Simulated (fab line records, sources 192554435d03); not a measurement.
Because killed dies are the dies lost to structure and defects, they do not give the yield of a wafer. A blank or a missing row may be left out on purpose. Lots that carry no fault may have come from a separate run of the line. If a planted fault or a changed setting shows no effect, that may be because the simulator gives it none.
Matching of chambers ; flow n5 finfet ; N5_BEOL_M5_DEP_56 on pecvd-02: 3 sister chambers
The step deposits SiCN from 3MS/NH3, target thk 8 nm, time 14 s. 6 wafers are shown with their chamber, then 9 later ones without.

WAFERS PAIRED WITH THEIR CHAMBERS
wafer;chamber;throttle valve pct (%);showerhead plenum p Torr (Torr)
L080.4;0;9.2;3.688
L083.4;2;8.3;3.668
L083.6;1;9.3;3.656
L090.3;0;9.0;3.677
L090.5;1;9.0;3.667
L090.6;2;8.1;3.656

WAFERS WITHOUT THEIR CHAMBER
wafer;throttle valve pct (%);showerhead plenum p Torr (Torr)
L094.1;9.3;3.668
L094.2;8.1;3.671
L094.6;8.9;3.677
L095.3;9.1;3.681
L095.5;9.2;3.661
L095.6;7.6;3.664
L096.1;9.0;3.673
L096.4;8.9;3.669
L096.6;9.4;3.667

EACH ONE'S CHAMBER
wafer;from the rows above;in truth
L094.1;can't be placed: 1 or 0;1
L094.2;2;2
L094.6;can't be placed: 0 or 1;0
L095.3;0;0
L095.5;1;1
L095.6;2;2
L096.1;can't be placed: 0 or 1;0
L096.4;can't be placed: 1 or 0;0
L096.6;can't be placed: 1 or 0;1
Correct placement for 4 of the 9. From these rows, 5 cannot be placed; in 5 the true chamber is one of the candidates. Wrongly placed: 0.
How it was worked out, from the rows above alone: a wafer's distance from a chamber is the root of the sum, over the readings, of the square of ((its reading less the chamber's mean) divided by the reading's scatter). The wafer belongs to the nearest chamber; if the next one is less than 2 further off, it can't be placed. Each chamber's mean is taken over the wafers shown for it. The scatter: take each reading less its chamber's mean, square it, sum over the shown wafers, divide by the number of wafers less the number of chambers, and take the root.
